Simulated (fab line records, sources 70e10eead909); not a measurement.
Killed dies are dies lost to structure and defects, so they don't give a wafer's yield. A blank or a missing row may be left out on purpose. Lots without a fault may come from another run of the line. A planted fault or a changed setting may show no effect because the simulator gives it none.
Which tool did it? | flow nand_harc | 13 lots, 39 wafers sampled, at 6 steps of a route of 1302

WHAT THE GAUGES READ, wafer by wafer
NHARC_P_M1_THK_MEAS_24: measures by xrf.
lot  | measured     | on            | thk_nm (nm)
L810 | day 6 23:00  | film_metro-02 | 159.5 158.9 158.4
L811 | day 7 02:32  | film_metro-02 | 158.4 160.1 158.6
L813 | day 8 02:30  | film_metro-01 | 159.7 158.6 157.6
L814 | day 8 07:04  | film_metro-02 | 156.8 159.7 158.4
L816 | day 9 05:09  | film_metro-01 | 155.4 156.1 160.2
L817 | day 9 18:25  | film_metro-02 | 157.4 158.5 156.1
L818 | day 10 07:21 | film_metro-02 | 158.6 158.3 160.6
L819 | day 10 09:31 | film_metro-01 | 158.2 159.1 160.6
L824 | day 12 10:35 | film_metro-01 | 155.6 158.5 155.7
L825 | day 12 23:17 | film_metro-01 | 157.5 159.6 158.2
L826 | day 13 10:47 | film_metro-02 | 158.0 160.0 156.7
L830 | day 15 05:30 | film_metro-01 | 158.8 159.2 158.0
L832 | day 15 20:21 | film_metro-01 | 158.4 157.7 156.9

NHARC_P_M2_CD_MEAS_09: target cd 170 nm.
lot  | measured     | on        | cd_nm (nm)
L810 | day 7 00:28  | cd_sem-03 | 169.8 169.7 170.4
L811 | day 7 04:05  | cd_sem-03 | 169.9 169.3 169.4
L813 | day 8 04:03  | cd_sem-01 | 170.3 170.2 170.3
L814 | day 8 08:37  | cd_sem-03 | 169.3 170.1 169.7
L816 | day 9 06:42  | cd_sem-02 | 169.7 170.2 169.3
L817 | day 9 19:57  | cd_sem-03 | 170.1 170.4 170.1
L818 | day 10 08:53 | cd_sem-01 | 170.8 171.1 170.8
L819 | day 10 10:56 | cd_sem-03 | 171.0 171.0 170.5
L824 | day 12 12:53 | cd_sem-02 | 169.6 170.3 170.3
L825 | day 13 00:49 | cd_sem-02 | 170.1 171.3 170.3
L826 | day 13 12:18 | cd_sem-02 | 190.5 190.2 191.2
L830 | day 15 07:02 | cd_sem-02 | 191.5 191.7 191.5
L832 | day 15 21:54 | cd_sem-03 | 170.8 169.5 170.2

NHARC_P_M2_INSPECT_11.
lot  | measured     | on                | raw_defect_count
L810 | day 7 00:35  | defect_inspect-02 | 4 4 5
L811 | day 7 04:13  | defect_inspect-02 | 8 9 13
L813 | day 8 04:10  | defect_inspect-01 | 16 8 7
L814 | day 8 08:44  | defect_inspect-01 | 3 4 1
L816 | day 9 06:50  | defect_inspect-01 | 6 5 3
L817 | day 9 20:05  | defect_inspect-02 | 7 6 1
L818 | day 10 09:01 | defect_inspect-01 | 3 5 2
L819 | day 10 11:03 | defect_inspect-01 | 4 1 1
L824 | day 12 13:01 | defect_inspect-02 | 3 4 3
L825 | day 13 00:57 | defect_inspect-01 | 8 3 6
L826 | day 13 12:26 | defect_inspect-01 | 6 1 5
L830 | day 15 07:10 | defect_inspect-01 | 5 9 9
L832 | day 15 22:01 | defect_inspect-01 | 4 5 5

NHARC_END_SORT_01.
lot  | measured     | on        | killed_at_array | killed_at_other | killed_at_periphery | killed_dies | killed_open | killed_short
L813 | day 25 17:26 | prober-02 | 78 75 54        | 3 1 2           | 9 5 4               | 90 81 60    | 2 1 0       | 6 4 1
L826 | day 31 03:18 | prober-01 | 61 89 66        | 5 3 4           | 2 0 3               | 68 92 73    | 1 2 1       | 1 1 5

WHICH TOOL RAN EACH LOT (tool, then ch and the chambers of the sampled wafers, then the start)
lot  | NHARC_P_M1_PRE_CLEAN_32        | NHARC_P_M2_PEB_07
L810 | pecvd-01 ch 0,1, day 6 23:14   | litho_track-04 ch 0, day 7 00:23
L811 | pecvd-04 ch 0,1,2, day 7 02:47 | litho_track-06 ch 0, day 7 04:00
L813 | pecvd-03 ch 0,1,2, day 8 02:45 | litho_track-01 ch 0, day 8 03:58
L814 | pecvd-03 ch 1,2, day 8 07:17   | litho_track-04 ch 0, day 8 08:32
L816 | pecvd-04 ch 0,1,2, day 9 05:22 | litho_track-01 ch 0, day 9 06:37
L817 | pecvd-01 ch 0,1,2, day 9 18:39 | litho_track-06 ch 0, day 9 19:53
L818 | pecvd-03 ch 0,1, day 10 07:36  | litho_track-01 ch 0, day 10 08:49
L819 | pecvd-03 ch 0,2, day 10 09:44  | litho_track-01 ch 0, day 10 10:51
L824 | pecvd-03 ch 0,1, day 12 11:34  | litho_track-01 ch 0, day 12 12:49
L825 | pecvd-01 ch 0,1, day 12 23:30  | litho_track-01 ch 0, day 13 00:44
L826 | pecvd-03 ch 1,2, day 13 11:01  | litho_track-01 ch 0, day 13 12:13
L830 | pecvd-01 ch 0,2, day 15 05:44  | litho_track-01 ch 0, day 15 06:58
L832 | pecvd-01 ch 1,2, day 15 20:35  | litho_track-04 ch 0, day 15 21:49
- NHARC_P_M1_PRE_CLEAN_32: time 12 s.
- NHARC_P_M2_PEB_07: peb time 65 s.

WHAT THE TOOLS THEMSELVES READ (means of the sampled wafers that have a number; where no wafer has one, the mark that the record gives instead)
NHARC_P_M1_PRE_CLEAN_32.
lot  | tool     | heater_power_w (W)
L810 | pecvd-01 | 530
L811 | pecvd-04 | 537
L813 | pecvd-03 | 601
L814 | pecvd-03 | 585
L816 | pecvd-04 | 589
L817 | pecvd-01 | 551
L818 | pecvd-03 | 595
L819 | pecvd-03 | 648
L824 | pecvd-03 | 607
L825 | pecvd-01 | 583
L826 | pecvd-03 | 610
L830 | pecvd-01 | 545
L832 | pecvd-01 | 578

NHARC_P_M2_PEB_07.
lot  | tool           | heater_power_total_W (W) | plate_temp_C (C)
L810 | litho_track-04 | 156.1                    | 99.91
L811 | litho_track-06 | 156.4                    | 100.06
L813 | litho_track-01 | 156.6                    | 99.97
L814 | litho_track-04 | 156.7                    | 100.21
L816 | litho_track-01 | 156.5                    | 100.12
L817 | litho_track-06 | 157.0                    | 100.05
L818 | litho_track-01 | 156.3                    | 99.91
L819 | litho_track-01 | 156.5                    | 99.99
L824 | litho_track-01 | 156.6                    | 100.12
L825 | litho_track-01 | 156.3                    | 100.07
L826 | litho_track-01 | 171.8                    | 106.84
L830 | litho_track-01 | 171.1                    | 106.89
L832 | litho_track-04 | 157.1                    | 100.09

THE ANSWER, worked out from the rows above alone
Rule: what is usual is taken from the lots themselves. Put in order of their means at a reading, lots are off if they are a third of the lots or fewer, leave a main group of 4 or more, and stand apart from it by a gap of 3 or more times the standard deviation of the main group's means; of several such gaps the widest counts. A main group whose means are all the same, to the digits that the tables above print for the reading, isn't used. A lot without any number at a reading at which 4 lots or more have one is off too. The other lots that the step has rows for count as sound. The gauges are gone through in route order, then the tools' own readings, and for those a lot's mean is taken as printed above. The first step at which some lot is off is used, and at that step the reading that is off furthest; a lot without a number counts as furthest.
Off: L826, L830, at NHARC_P_M2_CD_MEAS_09 (cd_nm). The main group: mean 170.2 nm, standard deviation 0.43.
A tool fits if, at a process step before that reading, it ran every lot that is off, and no sound lot after the first of them. The gauges at NHARC_P_M2_CD_MEAS_09 aren't tried: what is off there is off at NHARC_P_M2_PEB_07 too, on other tools, and a gauge's error can't cause that. One fits: litho_track-01 at NHARC_P_M2_PEB_07. Its last sound lot is L825 (day 13 00:44), its first lot that is off L826 (day 13 12:13): a fault that began between those two fits.
The tool's own readings at NHARC_P_M2_PEB_07 bear it out: on the lots that are off they differ by more than 5 times the standard deviation of the sound lots' means. heater_power_total_W reads 171.4 W there against 156.6 W on the sound lots; plate_temp_C reads 106.87 C there against 100.05 C on the sound lots.

WHAT THE SIMULATOR HAD PUT IN
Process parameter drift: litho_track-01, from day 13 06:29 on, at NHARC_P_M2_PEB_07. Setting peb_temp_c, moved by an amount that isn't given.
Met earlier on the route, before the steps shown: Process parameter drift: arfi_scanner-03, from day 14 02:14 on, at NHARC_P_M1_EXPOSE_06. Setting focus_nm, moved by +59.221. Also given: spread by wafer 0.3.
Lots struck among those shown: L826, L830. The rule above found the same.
